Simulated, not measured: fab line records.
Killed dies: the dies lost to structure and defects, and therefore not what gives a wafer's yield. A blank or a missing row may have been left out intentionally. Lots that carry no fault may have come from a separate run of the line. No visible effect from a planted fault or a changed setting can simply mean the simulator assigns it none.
fab line records | flow nand_harc
record: lots: 6 wafers: 18 last_day: 32
route steps=1302 shown A_CHANNEL_FILL_D2@615 A_STAIRCASE@639 END@1302
lots untouched by any fault: they come from a run of this same line in which no faults occurred
start_h: hours from the record's first day to the start of the lot's first wafer shown | wait_h: hours elapsed since this lot's preceding step | " as in the row above | L1.1+2: several wafers, shown together as one row | - no value, or no start given | * or withheld: withheld | < > ~ a bound
route shown NAME@n: a module of which the file shows steps, and the number in the route of the first | usual: mean/standard deviation taken from wafers without a fault | same: alike in all rows | chamber/n: place in a boat | sites: readings site by site | _std_site: how widely they spread, as a standard deviation | _edge_site: mean of outer sites minus mean of inner sites | radius_mm: how far each site lies from the wafer's centre | mask NAME#n: copy n | behind: the last tool/chamber to shape the wafer | hold: why the lot was held/for how many hours/how that ended | device: transistor that didn't switch, given as n, p or np | end of line: the route-end tests of the same wafers | step lacking rows: just its recipe | killed: not the wafer's yield, but the dies lost to structure and defects at the first sort | map: a wafer's dies, x killed, . not, _ none there
set.NAME: setting as actually run; set.NAME@STEP: the setting as run at that earlier step | model.NAME: the simulator's own value behind a step, which no gauge read
lots at selected steps of the route; one table per step, one row per wafer
services: the hour from which a tool's chamber was out of use, counted from the record's first day as start_h (under 0 if before that day), plus the number of hours and why
== steps ==
step: NHARC_A_CHANNEL_FILL_D2_ALD_15
recipe: target_thk_a: 20 pulse_time_s: 60 ald_cycles: 19 temp_c: 630 pressure_torr: 2 material: SiNx
usual: precursor_pulse_height_rel: 0.999/0.023
columns lot.wafer tool chamber start_h wait_h precursor_pulse_height_rel
L904.2 ald_sin_batch-02 0 - - 0.998
L904.3 " 0 " " 1.028
L904.5 " 0 " " 0.968
L909.1 ald_sin_batch-02 0 - - 1.018
L909.2 " 0 " " 0.977
L909.6 " 0 " " 1.002
L912.1 ald_sin_batch-01 0 - - 0.976
L912.4 " 0 " " 0.982
L912.5 " 0 " " 0.964
L913.1 ald_sin_batch-01 0 - - 1.047
L913.2 " 0 " " 1.021
L913.3 " 0 " " 1.019
L919.2 ald_sin_batch-02 0 - - 1.036
L919.3 " 0 " " 0.946
L919.5 " 0 " " 0.998
L923.1 ald_sin_batch-03 0 - - 0.988
L923.3 " 0 " " 0.967
L923.6 " 0 " " 0.981
step: NHARC_A_CHANNEL_FILL_D2_ALD_16
recipe: target_thk_a: 15 pulse_time_s: 10 ald_cycles: 15 temp_c: 300 material: SiO2
step: NHARC_A_CHANNEL_FILL_D2_ANNEAL_17
recipe: temp_c: 850 time_s: 1800
step: NHARC_A_CHANNEL_FILL_D2_CVD_18
recipe: target_thk_a: 30 temp_c: 550 material: poly-Si
step: NHARC_A_CHANNEL_FILL_D2_ETCHBACK_19
recipe: target_depth_a: 50 time_s: 1.7 hbr_flow_sccm: 150 cl2_flow_sccm: 50 rf_w: 400 icp_w: 400 bias_w: 100 chemistry: HBr/Cl2
usual: drypump_motor_current_A: 5.8/0.38 oes_product_au: 0.997/0.0088 throttle_valve_pct: 26.406/0.0086
columns lot.wafer tool chamber start_h wait_h drypump_motor_current_A oes_product_au rf_hours_counter_h throttle_valve_pct
L904.3 rie_si-01 0 353.11 0.4 6.3 1.003 0.87 26.394
L904.2 " 1 " " 5.4 1.003 0.71 26.406
L904.5 " 2 " " 6.0 0.992 - 26.397
L909.2 rie_si-01 1 394.09 0.4 5.3 1.005 0.03 26.410
L909.1 " 3 " " 6.1 0.981 0.07 26.390
L909.6 " 1 " " 5.4 1.001 - 26.402
L912.1 rie_si-03 3 423.60 0.4 5.3 0.986 0.09 26.431
L912.4 " 0 " " 5.4 1.001 0.06 26.401
L912.5 " 2 " " 5.6 0.993 - 26.387
L913.2 rie_si-03 2 442.82 0.4 5.6 0.989 0.16 26.396
L913.1 " 3 " " 5.3 1.001 0.17 26.413
L913.3 " 1 " " 5.7 1.004 0.17 26.387
L919.3 rie_si-03 1 487.08 0.4 5.7 1.006 0.46 26.398
L919.2 " 2 " " 5.6 0.992 0.52 26.398
L919.5 " 0 " " 5.4 1.004 - 26.412
L923.3 rie_si-03 2 541.70 0.4 5.6 0.995 0.86 26.412
L923.1 " 3 " " 5.4 0.993 0.85 26.404
L923.6 " 2 " " 5.6 0.997 - 26.406
step: NHARC_A_CHANNEL_FILL_D2_ETCHBACK_20
recipe: target_depth_a: 270 time_s: 13.5 c4f8_flow_sccm: withheld o2_flow_sccm: 8 ar_flow_sccm: withheld rf_w: 600 bias_w: 1500 chemistry: C4F8/O2/Ar
step: NHARC_A_CHANNEL_FILL_D2_STRIP_28
recipe: time_s: 20 o2_flow_sccm: 500 ar_flow_sccm: 0 bias_w: 0 chemistry: O2
step: NHARC_A_CHANNEL_FILL_D2_PRECLEAN_21
recipe: time_s: 30 chemistry: dHF
step: NHARC_A_CHANNEL_FILL_D2_SRD_23
step: NHARC_A_CHANNEL_FILL_D2_CVD_05
recipe: target_thk_a: 50 temp_c: 550 material: poly-Si
step: NHARC_A_CHANNEL_FILL_D2_ANNEAL_22
recipe: temp_c: 620 time_s: 7200
step: NHARC_A_CHANNEL_FILL_D2_THK_MEAS_06
recipe: thk_meas_gauge: ellipsometry
usual: thk_nm: 5.0/0.99
columns lot.wafer tool chamber start_h wait_h thk_nm
L904.2 film_metro-02 - 364.46 0.4 7.6
L904.3 " - " " 4.9
L904.5 " - " " 4.8
L909.1 film_metro-01 - 408.04 0.4 4.0
L909.2 " - " " 3.5
L909.6 " - " " 3.0
L912.1 film_metro-01 - 435.47 0.4 5.6
L912.4 " - " " 3.9
L912.5 " - " " 5.0
L913.1 film_metro-02 - 454.84 0.4 5.0
L913.2 " - " " 3.2
L913.3 " - " " 6.0
L919.2 film_metro-01 - 499.12 0.4 5.0
L919.3 " - " " 6.0
L919.5 " - " " 6.2
L923.1 film_metro-01 - 553.84 0.4 6.3
L923.3 " - " " 5.1
L923.6 " - " " 5.6
step: NHARC_A_CHANNEL_FILL_D2_ALD_25
recipe: target_thk_a: 600 pulse_time_s: 10 ald_cycles: 600 temp_c: 300 material: SiOx
usual: heater_power_w: 466/37 precursor_pulse_height_rel: 1.000/0.022
columns lot.wafer tool chamber start_h wait_h heater_power_w precursor_pulse_height_rel
L904.2 ald_hk-03 2 364.51 0.1 466 1.022
L904.3 " 0 365.74 1.3 509 0.983
L904.5 " 3 367.57 3.1 463 1.025
L909.2 ald_hk-01 0 409.33 1.3 439 0.999
L909.1 " 1 " " 444 1.020
L909.6 " 2 " " 489 1.020
L912.1 ald_hk-01 3 436.14 0.7 496 1.029
L912.4 " 1 437.38 1.9 435 0.984
L912.5 " 3 438.61 3.1 492 0.981
L913.3 ald_hk-01 0 454.90 0.1 433 1.023
L913.1 " 2 456.12 1.3 509 1.044
L913.2 " 3 " " 491 1.016
L919.2 ald_hk-03 0 499.17 0.1 521 1.015
L919.3 " 2 500.39 1.3 504 0.988
L919.5 " 1 502.23 3.1 391 0.985
L923.1 ald_hk-04 2 553.99 0.2 406 0.998
L923.3 " 0 555.22 1.4 470 0.999
L923.6 " 3 557.06 3.2 432 1.012
step: NHARC_A_CHANNEL_FILL_D2_ETCHBACK_08
recipe: target_depth_a: 2200 time_s: 110 c4f8_flow_sccm: 20 ar_flow_sccm: withheld rf_w: 600 bias_w: 300 chemistry: C4F8
usual: oes_product_au: 0.98/0.033 rf_vpp_V: 441/3.1
columns lot.wafer tool chamber start_h wait_h oes_product_au rf_hours_counter_h rf_vpp_V
L904.3 rie_diel-06 3 - - 0.96 1 446
L904.2 " 0 " " 0.95 1 443
L904.5 " 2 " " 0.97 - 444
L909.1 rie_diel-01 1 - - 0.93 0 438
L909.2 " 2 " " 0.92 0 446
L909.6 " 0 " " 1.00 - 440
L912.4 rie_diel-06 2 - - 0.95 4 444
L912.1 " 3 " " 0.96 4 444
L912.5 " 2 " " 0.95 - 445
L913.1 rie_diel-06 1 - - 1.01 4 439
L913.3 " 2 " " 1.00 4 445
L913.2 " 3 " " 1.00 4 444
L919.2 rie_diel-01 3 - - 1.01 2 438
L919.3 " 0 " " 1.01 2 440
L919.5 " 0 " " 1.01 - 440
L923.1 rie_diel-08 1 - - 0.99 0 439
L923.3 " 3 " " 1.00 0 438
L923.6 " 0 " " 1.01 - 446
step: NHARC_A_CHANNEL_FILL_D2_STRIP_29
recipe: time_s: 20 o2_flow_sccm: 500 ar_flow_sccm: 0 bias_w: 0 chemistry: O2
step: NHARC_A_CHANNEL_FILL_D2_PRECLEAN_30
recipe: time_s: 30 chemistry: dHF
step: NHARC_A_CHANNEL_FILL_D2_SRD_31
step: NHARC_A_CHANNEL_FILL_D2_CVD_09
recipe: target_thk_a: 1500 temp_c: 620 pressure_mtorr: 200 time_s: 3000 material: poly-Si
step: NHARC_A_CHANNEL_FILL_D2_CMP_10
recipe: target_thk_nm: 150
step: NHARC_A_CHANNEL_FILL_D2_SRD_12
step: NHARC_A_CHANNEL_FILL_D2_RTA_24
recipe: temp_c: 1000 time_s: 5
usual: lamp_power_pct: 27.6/0.59 lamp_zone_5_pct: 27.6/0.59 lamp_zone_7_pct: 28.1/0.6 wafer_temp_C_max: 1004.5/0.83
columns lot.wafer tool chamber start_h wait_h lamp_power_pct lamp_zone_5_pct lamp_zone_7_pct wafer_temp_C_max
L904.2 rtp_anneal-02 0 376.22 0.1 27.0 27.0 27.4 1003.1
L904.3 " 0 " " 27.0 27.0 27.4 1004.6
L904.5 " 0 " " 27.0 27.0 27.5 1005.1
L909.1 rtp_anneal-02 0 419.88 0.0 27.0 27.1 27.5 1004.8
L909.2 " 0 " " 27.0 27.1 27.5 1003.7
L909.6 " 0 " " 27.0 27.0 27.5 1004.3
L912.1 rtp_anneal-01 0 447.27 0.0 28.2 28.2 28.7 1005.7
L912.4 " 0 " " 28.2 28.2 28.7 1003.3
L912.5 " 0 " " 28.2 28.2 28.7 1007.0
L913.1 rtp_anneal-01 0 466.60 0.0 28.2 28.2 28.7 1004.6
L913.2 " 0 " " 28.2 28.2 28.6 1005.2
L913.3 " 0 " " 28.2 28.2 28.7 1004.1
L919.2 rtp_anneal-01 0 511.56 0.1 28.3 28.2 28.7 1003.7
L919.3 " 0 " " 28.2 28.2 28.6 1004.5
L919.5 " 0 " " 28.2 28.2 28.7 1004.3
L923.1 rtp_anneal-01 0 565.76 0.0 28.2 28.2 28.7 1003.2
L923.3 " 0 " " 28.2 28.2 28.7 1004.0
L923.6 " 0 " " 28.3 28.2 28.7 1005.9
step: NHARC_A_STAIRCASE_DEP_156
recipe: target_thk_a: 500 temp_c: 400 target_thk_nm: 50 flow_sccm: 200 rf_w: 450 material: SiNx
step: NHARC_A_STAIRCASE_DEHYDRATE_158
recipe: temp_c: 150 time_s: 120
step: NHARC_A_STAIRCASE_HMDS_159
recipe: time_s: 30
step: NHARC_A_STAIRCASE_COAT_160
recipe: spin_rpm: 1200
step: NHARC_A_STAIRCASE_SOFTBAKE_161
recipe: temp_c: 135 time_s: 170
step: NHARC_A_STAIRCASE_EBR_162
step: NHARC_A_STAIRCASE_EXPOSE_163
recipe: na: 0.5 dose_mj: 20.01 mask_id: STAIR_OPEN
step: NHARC_A_STAIRCASE_PEB_164
recipe: peb_temp_c: 115 peb_time_s: 130
step: NHARC_A_STAIRCASE_DEVELOP_165
recipe: time_s: 140
step: NHARC_A_STAIRCASE_HARDBAKE_167
recipe: temp_c: 120 time_s: 140
step: NHARC_A_STAIRCASE_DESCUM_168
recipe: time_s: 3 o2_flow_sccm: 200 ar_flow_sccm: 0 bias_power_w: 0 chemistry: O2
usual: drypump_motor_current_A: 5.9/0.49 oes_product_au: 1.002/0.01 rf_vpp_V: 58.0/0.98 showerhead_plenum_p_Torr: 1.96/0.092 throttle_valve_pct: 11.312/0.01
columns lot.wafer tool chamber start_h wait_h drypump_motor_current_A oes_product_au rf_hours_counter_h rf_vpp_V showerhead_plenum_p_Torr throttle_valve_pct
L904.3 rie_diel-12 0 377.47 - 5.8 1.001 29 55.4 1.78 11.300
L904.2 " 2 " " 5.3 0.999 25 57.5 1.83 11.314
L904.5 " 0 " " 5.8 0.996 - 57.5 1.78 11.300
L909.2 rie_diel-12 1 421.57 - 6.7 0.983 45 59.6 1.98 11.324
L909.1 " 3 " " 5.9 1.015 44 58.0 1.99 11.323
L909.6 " 0 " " 5.8 0.992 - 57.3 1.77 11.300
L912.1 rie_diel-04 0 448.51 - 5.3 1.008 24 58.0 1.87 11.294
L912.4 " 2 " " 6.3 0.994 33 58.8 2.06 11.314
L912.5 " 1 " " 6.0 0.996 - 58.7 2.07 11.302
L913.3 rie_diel-12 1 467.85 - 6.7 1.005 3 58.9 1.97 11.297
L913.1 " 3 " " 5.9 1.002 2 58.2 1.99 11.310
L913.2 " 0 " " 5.8 1.004 2 59.4 2.08 11.317
L919.3 rie_diel-12 2 512.77 - 5.3 1.017 12 58.4 1.82 11.317
L919.2 " 3 " " 5.9 1.000 20 59.0 1.98 11.317
L919.5 " 3 " " 5.9 1.004 - 58.5 1.98 11.312
L923.1 rie_diel-12 3 566.99 - 5.9 1.014 37 58.0 1.98 11.293
L923.3 " 0 " " 5.8 1.010 42 57.0 2.06 11.312
L923.6 " 2 " " 5.3 1.000 - 56.2 1.81 11.321
step: NHARC_A_STAIRCASE_ETCH_169
recipe: target_depth_a: 500 time_s: 107.1 ion_energy_ev: 120 ch3f_flow_sccm: 50 o2_flow_sccm: 30 ar_flow_sccm: 200 rf_w: 500 bias_w: 100 chemistry: CH3F/O2
step: NHARC_A_STAIRCASE_ETCH_170
recipe: target_depth_a: 2000 time_s: 66.667 ion_energy_ev: 250 c4f6_flow_sccm: 25 o2_flow_sccm: 20 ar_flow_sccm: 500 rf_w: 600 bias_w: 500 chemistry: C4F6/O2
step: NHARC_A_STAIRCASE_STRIP_171
recipe: power_w: 1500 temp_c: 250 chemistry: O2
step: NHARC_A_STAIRCASE_STRIP_172
recipe: time_s: 900 temp_c: 130 chemistry: SPM
step: NHARC_A_STAIRCASE_PRECLEAN_173
recipe: time_s: * temp_c: 50 bath_age_min: 0 chemistry: SC1
step: NHARC_A_STAIRCASE_SRD_174
step: NHARC_END_SORT_01
recipe: temp_c: 25
usual: killed_at_array: 56/19 killed_at_other: 1.0/1.3 killed_at_periphery: 3.8/2.2 killed_dies: 61/19 killed_open: 3.1/1.9 killed_short: 2.3/1.5
same: gross_dies: 677
columns lot.wafer tool chamber start_h wait_h killed_at_array killed_at_other killed_at_periphery killed_dies killed_open killed_short
L912.1 prober-01 0 648.37 2.5 116 1 0 117 1 2
L912.4 prober-01 0 650.76 3.4 128 2 1 131 3 2
L912.5 prober-01 0 651.56 3.7 131 1 2 134 0 1
L913.1 prober-02 0 675.34 2.5 132 0 2 134 2 2
L913.2 prober-02 0 676.14 2.8 154 1 0 155 2 0
L913.3 prober-02 0 676.94 3.1 131 1 1 133 1 2
killed by level:class
L912.1 A_CHANNEL_FILL_D2:unspecified=76 A_SLIT:chamber_film_flake=20 A_CHANNEL_HOLE_D2:chamber_film_flake=6 A_STAIRCASE:chamber_film_flake=4 A_CHANNEL_FILL_D1:geometric_particle:short=2 A_CHANNEL_HOLE_D1:chamber_film_flake=2 A_DECK1_JOINT:chamber_film_flake=2 A_BLC:chamber_film_flake=2
L912.4 A_CHANNEL_FILL_D2:unspecified=71 A_SLIT:chamber_film_flake=21 A_CHANNEL_HOLE_D2:chamber_film_flake=10 A_CONTACT:chamber_film_flake=9 A_CHANNEL_HOLE_D1:chamber_film_flake=6 A_STAIRCASE:chamber_film_flake=4 THIN_TSV:chamber_film_flake=2 P_CONTACT:geometric_particle:open=1
L912.5 A_CHANNEL_FILL_D2:unspecified=71 A_SLIT:chamber_film_flake=26 A_CHANNEL_HOLE_D2:chamber_film_flake=11 A_BLC:chamber_film_flake=8 A_STAIRCASE:chamber_film_flake=7 A_CONTACT:chamber_film_flake=5 A_CHANNEL_HOLE_D1:chamber_film_flake=3 P_GATE:geometric_particle:short=1
L913.1 A_CHANNEL_FILL_D2:unspecified=63 A_CHANNEL_HOLE_D1:chamber_film_flake=34 A_SLIT:chamber_film_flake=27 A_CONTACT:chamber_film_flake=2 P_STI:geometric_particle:open=1 P_M0:geometric_particle:open=1 A_ONON_D1:geometric_particle:short=1 A_CHANNEL_FILL_D2:geometric_particle:short=1
L913.2 A_CHANNEL_FILL_D2:unspecified=85 A_CHANNEL_HOLE_D1:chamber_film_flake=36 A_SLIT:chamber_film_flake=23 A_CONTACT:chamber_film_flake=5 A_CONTACT:geometric_particle:open=2 A_CHANNEL_FILL_D1:chamber_film_flake=1 A_CHANNEL_FILL_D2:chamber_film_flake=1 A_STAIRCASE:chamber_film_flake=1
L913.3 A_CHANNEL_FILL_D2:unspecified=76 A_CHANNEL_HOLE_D1:chamber_film_flake=24 A_SLIT:chamber_film_flake=22 A_WL_FILL:chamber_film_flake=3 A_CHANNEL_FILL_D1:chamber_film_flake=2 P_GATE:geometric_particle:open=1 A_SOURCE_PLATE:geometric_particle:short=1 A_ONON_D1:geometric_particle:short=1
map L912.5 (x killed, . not)
____________.____________
_________......._________
_______..........._______
______.............______
_____..............._____
____.................____
____.................____
___............x.x....___
___...............x...___
__............x........__
__...xx....x.x....x....__
_.........x.....x......._
_.........xx..xx..x....._
_.........x.x.xxx...x..._
_..x.........xxx........_
_..x.....x..xxxx.x.x...._
.............x.xx..x.....
.x.......x..xxxxxxx......
..........x.xxxxxx.......
............xxxxxx.......
............xx.xx........
_.............xxx......._
_............xxxx......._
_...x........xxxxxx....._
_..........xxxxxxx.xx..._
_..........xxxxxxxxx...._
__.........xxxxxxxx....__
__.........xxxxxxx.....__
___.........xxxxxxxxx.___
___.........xxxxxxx...___
____........x.xxxx...____
____.........x.......____
_____.........x....._____
______.............______
_______..........._______
_________......._________
____________.____________
map L913.2 (x killed, . not)
____________.____________
_________......._________
_______..........._______
______.............______
_____..............._____
____.......x.........____
____.................____
___...................___
___...................___
__.....................__
__.......x..x......xx.x__
_...................x..x_
_...............x..xx.x._
_.............x.....xxx._
_.............x.x...xxxx_
_...........xxxxx.x.xxxx_
.............xxx.....xxx.
.......x....xxxxx.x.xxxxx
..............x.x.x.xx.xx
..............xxx....x.x.
...........x.xx.xx.x.x...
_...........xxx.xxxxx.xx_
_............xxxxxx....._
_...........xxxxxx......_
_..........xxxxxxxxx..x._
_...........xxxxxxxxx..._
__.........xxxxxxxxx...__
__..........xxxxxxxxx..__
___x.........xxxxxx...___
___..........xxxxxxx..___
____.......x.xxxxx...____
____.........x.xxx...____
_____........xxx...._____
______.............______
_______..........._______
_________......._________
____________.____________
== services ==
columns tool chamber start_h hours kind
rie_diel-01 1 319.99 20.5 repair
rie_si-01 0 323.61 8.2 repair
rie_diel-08 2 326.87 16.3 repair
rie_diel-06 0 334.27 4.1 repair
rie_si-03 0 369.48 18.1 repair
rie_si-01 - 370.00 9.0 pm
rtp_anneal-01 - 372.00 12.0 pm
rie_diel-01 0 374.49 20.4 repair
rie_diel-01 - 380.80 9.0 pm
ald_hk-01 - 383.18 0.7 repair
ald_hk-03 - 390.80 10.0 pm
rie_si-03 - 398.00 9.0 pm
rie_diel-12 - 447.28 9.0 pm
rie_diel-01 2 448.66 4.7 repair
ald_hk-01 - 476.66 10.0 pm
rie_si-03 3 480.53 2.1 repair
rie_diel-06 - 484.20 9.0 pm
rie_diel-12 2 499.02 10.7 repair
ald_sin_batch-01 - 506.00 26.0 pm
rie_diel-01 - 510.98 5.5 repair
rie_diel-12 2 519.50 1.4 repair
rie_diel-06 0 523.21 4.6 repair
rie_si-01 - 547.00 9.0 pm
rie_diel-01 - 557.80 9.0 pm
== key ==
first_sign: step: NHARC_END_SORT_01 reading: killed_at_array direction: up sigmas: 4 usual: 56 struck: 132
effect: step: NHARC_END_SORT_01 reading: killed_dies direction: up sigmas: 3.9 usual: 61 struck: 134
more_kills_born_at: NHARC_A_CHANNEL_FILL_D2_ALD_25@ald_hk-01: 442
met_at NHARC_A_CHANNEL_FILL_D2_ALD_25
struck_wafers L912.1,L912.4,L912.5,L913.1,L913.2,L913.3
tester_left_out L912,L913
onset_between 409.33 436.14
also_fits NHARC_A_CHANNEL_FILL_D2_ALD_15:ald_sin_batch-01,NHARC_A_CHANNEL_FILL_D2_ETCHBACK_08:rie_diel-06
fault: kind: chamber_particle_source tool: ald_hk-01 chamber: - onset_h: 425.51 steps: NHARC_A_CHANNEL_FILL_D2_ALD_25 rate_per_visit_cm2: 0.47831 end_h: 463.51
tester_left_out: of these lots the tester's yield and bins aren't shown, on N5 and GAA mostly nor the transistor test; their killed dies are dies lost to structure and defects alone, not to doping, threshold or leakage, so they don't give the yield
